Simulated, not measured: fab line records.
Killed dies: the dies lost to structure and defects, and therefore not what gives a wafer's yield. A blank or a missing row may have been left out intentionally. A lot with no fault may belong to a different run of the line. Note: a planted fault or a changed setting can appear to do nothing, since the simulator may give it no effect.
Chamber matching || flow n5_finfet || 3 sister chambers for N5_BEOL_M0_DEP_125 on pecvd-01
The step deposits SiCN from 3MS/NH3, target thk 8 nm, time 14 s. 6 wafers are shown with their chamber, then 8 later ones without.

## WAFERS PAIRED WITH THEIR CHAMBERS
{"wafer": "L076.4", "chamber": 1, "throttle_valve_pct (%)": 9.2, "showerhead_plenum_p_Torr (Torr)": 3.671}
{"wafer": "L079.1", "chamber": 1, "throttle_valve_pct (%)": 9.4, "showerhead_plenum_p_Torr (Torr)": 3.667}
{"wafer": "L088.1", "chamber": 0, "throttle_valve_pct (%)": 9.2, "showerhead_plenum_p_Torr (Torr)": 3.650}
{"wafer": "L088.3", "chamber": 2, "throttle_valve_pct (%)": 8.4, "showerhead_plenum_p_Torr (Torr)": 3.667}
{"wafer": "L088.6", "chamber": 2, "throttle_valve_pct (%)": 8.7, "showerhead_plenum_p_Torr (Torr)": 3.666}
{"wafer": "L090.4", "chamber": 0, "throttle_valve_pct (%)": 9.7, "showerhead_plenum_p_Torr (Torr)": 3.646}

## WAFERS WITH NO CHAMBER GIVEN
{"wafer": "L090.5", "throttle_valve_pct (%)": 8.7, "showerhead_plenum_p_Torr (Torr)": 3.682}
{"wafer": "L090.6", "throttle_valve_pct (%)": 9.5, "showerhead_plenum_p_Torr (Torr)": 3.654}
{"wafer": "L093.1", "throttle_valve_pct (%)": 9.3, "showerhead_plenum_p_Torr (Torr)": 3.655}
{"wafer": "L093.2", "throttle_valve_pct (%)": 9.4, "showerhead_plenum_p_Torr (Torr)": 3.660}
{"wafer": "L093.6", "throttle_valve_pct (%)": 9.2, "showerhead_plenum_p_Torr (Torr)": 3.644}
{"wafer": "L095.2", "throttle_valve_pct (%)": 9.1, "showerhead_plenum_p_Torr (Torr)": 3.648}
{"wafer": "L095.3", "throttle_valve_pct (%)": 8.6, "showerhead_plenum_p_Torr (Torr)": 3.672}
{"wafer": "L095.6", "throttle_valve_pct (%)": 9.6, "showerhead_plenum_p_Torr (Torr)": 3.649}

## CHAMBER TAKEN BY EACH
{"wafer": "L090.5", "from the rows above": "can't be placed: 1 or 2", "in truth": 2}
{"wafer": "L090.6", "from the rows above": 0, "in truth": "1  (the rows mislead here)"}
{"wafer": "L093.1", "from the rows above": 0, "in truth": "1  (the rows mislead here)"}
{"wafer": "L093.2", "from the rows above": "can't be placed: 1 or 2 or 0", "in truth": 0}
{"wafer": "L093.6", "from the rows above": 0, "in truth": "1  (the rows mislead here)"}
{"wafer": "L095.2", "from the rows above": 0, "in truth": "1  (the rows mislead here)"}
{"wafer": "L095.3", "from the rows above": "can't be placed: 2 or 1", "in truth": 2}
{"wafer": "L095.6", "from the rows above": 0, "in truth": 0}
Correctly placed: 1 of 8. Can't be placed from these rows: 3 (the true chamber is among the candidates in 3). Number placed wrongly: 4.
How it was worked out, from the rows above alone: a wafer's distance from a chamber is the root of the sum, over the readings, of the square of ((its reading less the chamber's mean) divided by the reading's scatter). If the next closest chamber is less than 2 further off than the closest, the wafer can't be placed; otherwise it belongs to the closest. A chamber's mean is the mean of its shown wafers. The scatter is the square root of a quotient: the sum, over the shown wafers, of each reading's squared deviation from its chamber's mean, divided by wafers minus chambers.
